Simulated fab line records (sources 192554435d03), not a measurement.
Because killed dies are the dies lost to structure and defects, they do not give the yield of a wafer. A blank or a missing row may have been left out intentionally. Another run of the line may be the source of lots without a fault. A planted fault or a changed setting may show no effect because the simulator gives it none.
8D (eight disciplines) problem report, filled in by code / flow n5Finfet / the parts of the form that need people (team, actions taken, sign-off) are left out

1. PROBLEM STATEMENT
cdNm at N5_BEOL_M10_CD_MEAS_28 reads a mean of 79.0 nm on 9 wafers of 3 lots; wafers without a fault read 69.8 nm with a standard deviation of 0.91. That puts it +10 standard deviations away from the usual mean.
The step: target cd 70 nm.
First seen on wafer L551.1, day 10 23:44, on cdSem-01. At this step, 26 wafers from 9 lots have a number in the record. By rule, "out" or "out of limits" means more than 4 standard deviations away from the usual mean. All remaining wafers that have a number are taken as sound.

2. WHAT IT IS AND WHAT IT IS NOT
question=which readings at this step | is=cdNm | is not=-
question=which lots | is=L551, L553, L554 | is not=L548, L549, L555, L564, L566, L570
question=which wafers of those lots | is=all that have a number | is not=-
question=read on which gauges | is=cdSem-01, cdSem-03 | is not=cdSem-02
question=when | is=from day 10 23:44 | is not=up to then (6 sound wafers); but 11 sound wafers of L555, L564, L566, L570 came after

3. SUSPECTS, AND WHAT RULES EACH OUT
Counting: a tool stays on the suspect list if, at a process step up to the reading, it processed all lots that are out and no sound lot following the first of them.
- the gauge at N5_BEOL_M10_CD_MEAS_28 has been ruled out. Those wafers that are out were read across 2 gauges (cdSem-01, cdSem-03).
- arfiScanner-01 at N5_BEOL_M10_EXPOSE_25 (exposes mask V9): kept. It processed each lot that is out, first L551 at day 10 23:37, and no sound lot thereafter; up to then, the last sound lot it processed was L549 at day 10 14:02. Out on those wafers are its own readings of exposureDoseMJCm2.
The count leaves arfiScanner-01 at N5_BEOL_M10_EXPOSE_25.

4. THE CAUSE (what the simulator had put in)
Process parameters drifting: arfiScanner-01 at N5_BEOL_M10_EXPOSE_25, beginning at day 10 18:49. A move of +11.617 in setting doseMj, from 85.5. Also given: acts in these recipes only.
The count eliminated every tool but this one.

5. SEQUENCE OF EFFECTS, ordered by route
Each row: a reading where the mean over the struck wafers with a number is more than 3 standard deviations away from the usual. Only readings for which the record gives a usual standard deviation are gone through. hours: the time from each lot's start at the first step in this table that gives one to its start at this step, as a median over the lots. sigmas: the change in usual standard deviations.
hours=0; step=N5_BEOL_M10_EXPOSE_25; reading=exposureDoseMJCm2; usual=85.43; on struck wafers=94.91; change=+9.48; sigmas=+99 or more
hours=0; step=N5_BEOL_M10_CD_MEAS_28; reading=cdNm; usual=69.8 nm; on struck wafers=79.0; change=+9.2; sigmas=+10
hours=52; step=N5_PASSIVATION_PROBE_49; reading=defectLimitedYield; usual=91.3 %; on struck wafers=79.8; change=-11.5; sigmas=-6.8
hours=52; step=N5_PASSIVATION_PROBE_49; reading=killed_at_M4_up; usual=14; on struck wafers=147; change=+133; sigmas=+21
hours=52; step=N5_PASSIVATION_PROBE_49; reading=killedDies; usual=103; on struck wafers=239; change=+136; sigmas=+6.8
hours=52; step=N5_PASSIVATION_PROBE_49; reading=killedOnRim; usual=13; on struck wafers=62; change=+49; sigmas=+12
hours=52; step=N5_PASSIVATION_PROBE_49; reading=sortNPass; usual=1077; on struck wafers=941; change=-136; sigmas=-6.5
hours=52; step=N5_PASSIVATION_PROBE_49; reading=sortYieldPct; usual=91.2 %; on struck wafers=79.8; change=-11.4; sigmas=-6.7
Its process steps:
- N5_BEOL_M10_EXPOSE_25: exposes mask V9.
- N5_PASSIVATION_PROBE_49

6. HOW IT WOULD HAVE BEEN CAUGHT EARLIER
5 hours passed between the start of the fault at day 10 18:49 and the first reading out of limits at a measuring or inspecting step in this record, taken at day 10 23:44.
Tool's own readings at N5_BEOL_M10_EXPOSE_25, exposureDoseMJCm2: out on all struck wafers the step has rows for; an alarm limit on them would have tripped on the first.
Of the lots that are out (3), L553, L554 began N5_BEOL_M10_EXPOSE_25 on arfiScanner-01 after day 10 23:44. A hold on the tool at that time would have spared those 2.
